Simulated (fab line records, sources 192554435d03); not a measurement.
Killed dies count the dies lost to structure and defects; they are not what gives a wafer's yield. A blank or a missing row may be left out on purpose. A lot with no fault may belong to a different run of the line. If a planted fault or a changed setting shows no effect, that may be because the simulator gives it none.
Lot-split experiment -- flow n5_finfet -- 21 wafers read from 7 lots, route of 1938 steps

== ON THE SPLIT ==
At N5_BEOL_M11_COAT_22 (resist thk 90 nm), the setting spin_rpm was moved away from the recipe's 1500 rpm on 2 of the 21 wafers read, by -6.2% to +4.9%. The other wafers ran this setting at the recipe's value.

== FROM THE SPLIT TO THE READING: what the file shows between them, 4 steps ==
- N5_BEOL_M11_PEB_26: peb time 60 s (also split here: peb_time_s)
- N5_BEOL_M11_DEVELOP_27: develop time 30 s
- N5_BEOL_M11_CD_MEAS_28: target cd 70 nm
- N5_BEOL_M11_DESCUM_33: chemistry O2, time 7.9 s

== THE READING ==
CAR-ArF_of_BEOL_M11_COAT_22.thk_nm (the simulator's own value, which no gauge read), in nm, at N5_BEOL_M11_ETCH_65 (etches SiARC in CF4, target depth 39 nm, time 65 s). No usual value for it is given in the file. Here, 19 wafers ran the recipe; their average is 55.6 nm with a standard deviation of 0.18 nm.

wafer,"tool, chamber at the split","spin_rpm as run, rpm",against the recipe,"CAR-ArF_of_BEOL_M11_COAT_22.thk_nm, nm",against lot-mates on the recipe
L075.2,"litho_track-05, 0",1500,recipe,55.8,-
L075.3,"litho_track-05, 0",1500,recipe,55.8,-
L075.4,"litho_track-05, 0",1500,recipe,55.8,-
L078.1,"litho_track-01, 0",1500,recipe,55.4,-
L078.6,"litho_track-01, 0",1500,recipe,55.4,-
L078.3,"litho_track-01, 0",1500,recipe,55.8,-
L077.1,"litho_track-01, 0",1500,recipe,55.4,-
L077.4,"litho_track-01, 0",1500,recipe,55.4,-
L077.3,"litho_track-01, 0",1500,recipe,55.6,-
L084.2,"litho_track-01, 0",1407,-6.2%,59,+3.2
L084.4,"litho_track-01, 0",1500,recipe,55.8,-
L084.6,"litho_track-01, 0",1500,recipe,55.8,-
L087.1,"litho_track-01, 0",1500,recipe,55.4,-
L087.5,"litho_track-01, 0",1500,recipe,55.6,-
L087.6,"litho_track-01, 0",1500,recipe,56,-
L088.2,"litho_track-02, 0",1500,recipe,55.6,-
L088.6,"litho_track-02, 0",1500,recipe,55.6,-
L088.3,"litho_track-02, 0",1500,recipe,55.4,-
L091.1,"litho_track-02, 0",1500,recipe,55.6,-
L091.6,"litho_track-02, 0",1500,recipe,55.6,-
L091.4,"litho_track-02, 0",1573,+4.9%,53.4,-2.2

FIT RESULTS
A straight line over all 21 wafers: CAR-ArF_of_BEOL_M11_COAT_22.thk_nm changes by -0.511 nm for each +1% of spin_rpm; r = -0.98; the points scatter about the line by 0.2 nm.
The same after taking each lot's own level away (the mean of its wafers on the recipe; 21 wafers): -0.491 nm for each +1%; r = -0.99; scatter 0.15 nm.
On that fit, the largest move of spin_rpm shifts the reading by 3 nm.
The span of the lots' own levels, 55.47 to 55.80 nm, comes to 1.8 times the standard deviation stated above.
So the lot-to-lot level changes the slope little: the two slopes agree.
Check: +2.8 nm against its lot-mates is what the line predicts for one of the wafers moved furthest among these (-6.2%) when that wafer is left out of the fit. It came out at +3.2 nm against them.

== OTHER SPLITS APPLIED TO THESE WAFERS ==
Note: prior to the reading, these wafers also went through further splits. Each is held against what the fit with the lots' levels taken away leaves over:
other split on the same wafers,wafers away from the commonest value,r with CAR-ArF_of_BEOL_M11_COAT_22.thk_nm (lot level and that fit taken away)
N5_BEOL_M7_COAT_22 spin_rpm,9,-0.03
N5_BEOL_M8_ETCH_65 source_w,4,-0.10
N5_BEOL_M8_VIA_ETCH_34 source_w,6,-0.14
N5_BEOL_M9_COAT_60 spin_rpm,9,-0.01
N5_BEOL_M10_COAT_05 spin_rpm,7,+0.26
N5_BEOL_M11_PEB_26 peb_time_s,7,+0.13

== THE WHOLE CHAIN: every reading that the file lists as answering this split, in the file's order ==
step,what it does,reading,change (the file's fit),r (the file's)
N5_BEOL_M11_COAT_22,resist thk 90 nm,"CAR-ArF_of_BEOL_M11_COAT_22.thk_nm (the simulator's own value, which no gauge read)",-0.472 nm for each +1% of the setting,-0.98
N5_BEOL_M11_DESCUM_33,"chemistry O2, time 7.9 s","CAR-ArF_of_BEOL_M11_COAT_22.thk_nm (the simulator's own value, which no gauge read)",-0.5 nm for each +1% of the setting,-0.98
N5_BEOL_M11_ETCH_65,"etches SiARC in CF4, target depth 39 nm, time 65 s","CAR-ArF_of_BEOL_M11_COAT_22.thk_nm (the simulator's own value, which no gauge read)",-0.492 nm for each +1% of the setting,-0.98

== FILE'S OWN FIT ==
CAR-ArF_of_BEOL_M11_COAT_22.thk_nm changes by -0.492 nm for each +1% of spin_rpm, r = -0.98.
